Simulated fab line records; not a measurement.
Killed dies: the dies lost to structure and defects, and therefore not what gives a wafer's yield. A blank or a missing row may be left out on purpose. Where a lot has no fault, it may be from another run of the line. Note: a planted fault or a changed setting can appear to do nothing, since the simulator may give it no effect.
Matching of chambers ; flow n5-finfet ; N5_BEOL_M15_ETCH_61 on rie-diel-04 has 4 sister chambers
The step etches BARC in N2/H2, target depth 89 nm, overetch 26.7 nm, time 67.9 s. 24 wafers are shown with their chamber, then 12 later ones without.

== WAFERS PAIRED WITH THEIR CHAMBERS ==
wafer;chamber;drypump-motor-current-A (A);showerhead-plenum-p-Torr (Torr);throttle-valve-pct (%)
L075.3;2;5.2;2.58;17.71
L075.5;0;5.6;2.58;17.48
L075.6;1;5.4;2.54;18.08
L080.2;0;5.6;2.58;17.50
L080.4;2;5.2;2.58;17.73
L080.6;0;5.6;2.58;17.49
L084.2;2;5.3;2.58;17.75
L084.4;3;5.9;2.59;18.33
L084.6;0;5.6;2.57;17.50
L082.2;0;5.6;2.57;17.51
L082.5;2;5.2;2.58;17.75
L082.6;0;5.6;2.57;17.52
L085.1;2;5.2;2.58;17.75
L085.2;0;5.6;2.57;17.52
L085.6;2;5.2;2.58;17.75
L086.2;1;5.3;2.53;18.09
L086.3;2;5.2;2.58;17.77
L086.6;0;5.6;2.57;17.52
L089.2;2;5.2;2.57;17.78
L089.4;1;5.4;2.53;18.12
L089.5;0;5.6;2.57;17.54
L088.1;0;5.6;2.57;17.54
L088.2;2;5.2;2.57;17.77
L088.3;3;5.9;2.59;17.87

SIGNATURES, as means of the wafers listed above
reading;chamber 0;chamber 1;chamber 2;chamber 3;scatter within a chamber
drypump-motor-current-A;5.600;5.367;5.211;5.900;0.0279
showerhead-plenum-p-Torr;2.5730;2.5333;2.5778;2.5900;0.00465
throttle-valve-pct;17.5120;18.0967;17.7511;18.1000;0.0755
Rule: for a wafer and a chamber, the distance is found by dividing, reading by reading, the gap between the wafer's reading and the chamber's mean by the reading's scatter, squaring, summing and taking the root. The wafer belongs to the nearest chamber; if the next one is less than 2 further off, it can't be placed. How the scatter is found: for the shown wafers, subtract from each reading the mean of its chamber, square and add these, divide the total by (wafers less chambers), then take the root.

== WAFERS MISSING THEIR CHAMBER ==
wafer;drypump-motor-current-A (A);showerhead-plenum-p-Torr (Torr);throttle-valve-pct (%)
L091.2;5.2;2.57;17.77
L091.3;5.6;2.57;17.54
L091.6;5.2;2.57;17.77
L090.2;5.9;2.58;17.86
L090.3;5.4;2.53;18.11
L090.6;5.4;2.53;18.11
L094.1;5.6;2.57;17.53
L094.5;5.3;2.53;18.12
L094.6;5.6;2.56;17.53
L095.1;5.9;2.58;17.87
L095.3;5.3;2.53;18.13
L095.4;5.2;2.57;17.77

== WHICH CHAMBER EACH ONE RAN IN ==
wafer;from the rows above;in truth
L091.2;2;2
L091.3;0;0
L091.6;2;2
L090.2;3;3
L090.3;1;1
L090.6;1;1
L094.1;0;0
L094.5;1;1
L094.6;0;0
L095.1;3;3
L095.3;1;1
L095.4;2;2
Correctly placed: 12 of 12. Not placeable from these rows: 0. Number placed wrongly: 0.
